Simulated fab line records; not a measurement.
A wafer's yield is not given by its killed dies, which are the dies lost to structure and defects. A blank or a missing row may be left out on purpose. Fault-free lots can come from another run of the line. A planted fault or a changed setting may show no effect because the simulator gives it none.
Problem report, 8D (eight disciplines) form, completed by code + flow nandHarc + the parts of the form that need people (team, actions taken, sign-off) are left out

## 1. THE PROBLEM
Wafers without a fault read 4, standard deviation 3.1; killedAtPeriphery at NHARC_END_SORT_01 reads a mean of 628 on 2 wafers belonging to 2 lots. So: +99 or more standard deviations from the usual mean.
Earliest sighting: wafer L357.6 on prober-02 at day 31 12:55. At this step, 9 wafers from 3 lots have a number in the record. Rule for "out" (also "out of limits"): further than 4 standard deviations from the usual mean. Any other wafer with a number is counted as sound.

## 2. WHAT THIS IS AND IS NOT
| question                    | is                                                | is not                                                             |
|-----------------------------|---------------------------------------------------|--------------------------------------------------------------------|
| which readings at this step | killedAtPeriphery, defectLimitedYield, killedDies | killedAtArray, killedAtOther, killedOpen, killedShort              |
| which lots                  | L357, L361                                        | L340                                                               |
| which wafers of those lots  | L357.6, L361.2                                    | L357.2, L357.3, L361.3, L361.6                                     |
| read on which gauges        | prober-01, prober-02                              | -                                                                  |
| when                        | from day 31 12:55                                 | up to then (5 sound wafers); but 2 sound wafers of L361 came after |

## 3. SUSPECTS, AND WHAT RULES EACH OUT
Counting: any tool at a process step up to the reading remains a suspect provided it ran every lot that is out. Sound lots after the first of them don't rule it out here, since some wafers of a struck lot are sound.
- the gauge at NHARC_END_SORT_01 has been ruled out. 2 gauges (prober-01, prober-02) read the wafers that are out.
- pvdSputter-01 at NHARC_P_M2_PVD_21 (deposits Cu, target thk 30 nm, time 20.49 s): kept. Ran every lot that is out, first one L357 (day 13 08:43); last sound lot up to then L340 (day 6 15:07).
- cmp-04 at NHARC_A_BONDPAD_CMP_19 (polishes, t overpolish 30 s, cu recess touch 16 s, target thk 169.82 nm): kept. It ran every lot that is out, first L357 (day 30 03:16).
- plasmaAsher-01 at NHARC_THIN_TSV_STRIP_62 (strips in N2/H2, time 20 s): kept. It ran every lot that is out, first L357 (day 30 20:24).
- cmp-02 at NHARC_THIN_TSV_CMP_21 (polishes, t overpolish 30 s, target thk 2000 nm): kept. Ran every lot that is out, first one L357 (day 30 22:06); last sound lot up to then L340 (day 24 10:44).
Left after counting: pvdSputter-01 at NHARC_P_M2_PVD_21, cmp-04 at NHARC_A_BONDPAD_CMP_19, plasmaAsher-01 at NHARC_THIN_TSV_STRIP_62, cmp-02 at NHARC_THIN_TSV_CMP_21.

## 4. THE CAUSE (what the simulator had put in)
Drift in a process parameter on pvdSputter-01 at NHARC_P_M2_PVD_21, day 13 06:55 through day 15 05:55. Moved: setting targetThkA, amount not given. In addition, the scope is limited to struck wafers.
After counting, 4 suspects remain, this tool included.

## 5. SEQUENCE OF EFFECTS, ordered by route
Each row: a reading whose mean over the struck wafers that have a number lies more than 3 standard deviations from the usual. Scope: only readings with a usual standard deviation given in the record; hours: median across lots of the time from each lot's start at the first step in this table that gives one to its start at this step; sigmas: change in usual standard deviations.
| hours | step              | reading            | usual  | on struck wafers | change | sigmas      |
|-------|-------------------|--------------------|--------|------------------|--------|-------------|
| 0     | NHARC_END_SORT_01 | defectLimitedYield | 90.6 % | 0.0              | -90.6  | -35         |
| 0     | NHARC_END_SORT_01 | killedAtPeriphery  | 4      | 628              | +624   | +99 or more |
| 0     | NHARC_END_SORT_01 | killedDies         | 64     | 677              | +613   | +34         |

## 6. HOW IT WOULD HAVE BEEN CAUGHT EARLIER
438 hours passed between the start of the fault at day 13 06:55 and the first reading out of limits at a measuring or inspecting step in this record, taken at day 31 12:55.
An alarm limit of 4 standard deviations would not have fired on the tool readings at NHARC_P_M2_PVD_21 for which the record gives a usual standard deviation, since none of them was out on any struck wafer.
The start of NHARC_P_M2_PVD_21 on pvdSputter-01 came by day 31 12:55 for every one of the lots that are out (2). Tool hold at that time: it would have spared none of them.
